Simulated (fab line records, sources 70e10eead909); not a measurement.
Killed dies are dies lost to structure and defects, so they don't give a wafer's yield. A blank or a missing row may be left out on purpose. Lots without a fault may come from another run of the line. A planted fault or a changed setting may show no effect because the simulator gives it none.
Chamber matching | flow nand_harc | NHARC_P_M1_PRE_CLEAN_32 on pecvd-02: 3 sister chambers
The step time 12 s. 3 wafers are shown with their chamber, then 10 later ones without.

WAFERS WITH THEIR CHAMBER
wafer  | chamber | heater_power_w (W)
L085.4 | 1       | 574
L090.2 | 0       | 522
L090.4 | 2       | 601

WAFERS WITHOUT THEIR CHAMBER
wafer  | heater_power_w (W)
L090.6 | 530
L093.1 | 704
L093.3 | 605
L093.5 | 470
L094.2 | 641
L094.4 | 537
L094.6 | 603
L096.3 | 672
L096.4 | 682
L096.5 | 541

WHICH CHAMBER EACH WENT THROUGH
wafer  | from the rows above          | in truth
L090.6 | can't be placed: 0 or 1 or 2 | 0
L093.1 | can't be placed: 2 or 1 or 0 | 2
L093.3 | can't be placed: 2 or 1 or 0 | 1
L093.5 | can't be placed: 0 or 1 or 2 | 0
L094.2 | can't be placed: 2 or 1 or 0 | 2
L094.4 | can't be placed: 0 or 1 or 2 | 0
L094.6 | can't be placed: 2 or 1 or 0 | 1
L096.3 | can't be placed: 2 or 1 or 0 | 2
L096.4 | can't be placed: 2 or 1 or 0 | 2
L096.5 | can't be placed: 0 or 1 or 2 | 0
Placed correctly: 0 of 10. Can't be placed from these rows: 10 (the true chamber is among the candidates in 10). Placed wrongly: 0.
How it was worked out, from the rows above alone: a wafer's distance from a chamber is the root of the sum, over the readings, of the square of ((its reading less the chamber's mean) divided by the reading's scatter). The wafer belongs to the nearest chamber; if the next one is less than 2 further off, it can't be placed. A chamber's mean is the mean of its shown wafers. The scatter: with one shown wafer a chamber, the root of the mean of the squares of how far each hidden wafer lies from its nearest shown one.
